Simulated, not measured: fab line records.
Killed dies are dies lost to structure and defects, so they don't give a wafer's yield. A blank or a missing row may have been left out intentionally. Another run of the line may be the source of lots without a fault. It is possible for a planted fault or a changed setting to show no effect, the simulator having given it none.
Chamber matching + flow n5 finfet + 4 sister chambers for N5_GATE_CUT_ALD_22 on ald sin-01
The step deposits SiNx, target thk 16 nm, pulse time 1 s, ald cycles 320. 8 wafers are shown with their chamber, then 8 later ones without.

== EACH WAFER AND ITS CHAMBER ==
| wafer  | chamber | heater power w (W) | precursor pulse height rel |
|--------|---------|--------------------|----------------------------|
| L079.1 | 3       | 808                | 0.996                      |
| L085.2 | 2       | 732                | 1.019                      |
| L088.1 | 0       | 796                | 0.997                      |
| L088.4 | 2       | 702                | 1.008                      |
| L089.1 | 3       | 824                | 0.985                      |
| L089.4 | 1       | 884                | 0.992                      |
| L089.6 | 1       | 890                | 1.017                      |
| L093.2 | 0       | 828                | 0.975                      |

== WAFERS WITHOUT THEIR CHAMBER ==
| wafer  | heater power w (W) | precursor pulse height rel |
|--------|--------------------|----------------------------|
| L093.4 | 894                | 0.997                      |
| L093.6 | 831                | 0.994                      |
| L094.4 | 836                | 1.011                      |
| L094.5 | 824                | 0.984                      |
| L094.6 | 837                | 1.019                      |
| L096.1 | 832                | 1.032                      |
| L096.3 | 726                | 0.991                      |
| L096.4 | 812                | 1.047                      |

== WHICH CHAMBER EACH WENT THROUGH ==
| wafer  | from the rows above               | in truth |
|--------|-----------------------------------|----------|
| L093.4 | 1                                 | 1        |
| L093.6 | can't be placed: 3 or 0           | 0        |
| L094.4 | can't be placed: 3 or 0 or 1      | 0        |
| L094.5 | can't be placed: 3 or 0           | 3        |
| L094.6 | can't be placed: 3 or 0 or 1      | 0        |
| L096.1 | can't be placed: 3 or 0 or 1      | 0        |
| L096.3 | 2                                 | 2        |
| L096.4 | can't be placed: 3 or 0 or 1 or 2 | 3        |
Correct placement for 2 of the 8. Unplaceable from these rows: 6, with the true chamber sitting among the candidates in 6. Wrongly placed: 0.
How it was worked out, from the rows above alone: a wafer's distance from a chamber is the root of the sum, over the readings, of the square of ((its reading less the chamber's mean) divided by the reading's scatter). The wafer belongs to the nearest chamber; if the next one is less than 2 further off, it can't be placed. The mean given for a chamber averages the wafers shown for that chamber. How the scatter is found: for the shown wafers, subtract from each reading the mean of its chamber, square and add these, divide the total by (wafers less chambers), then take the root.
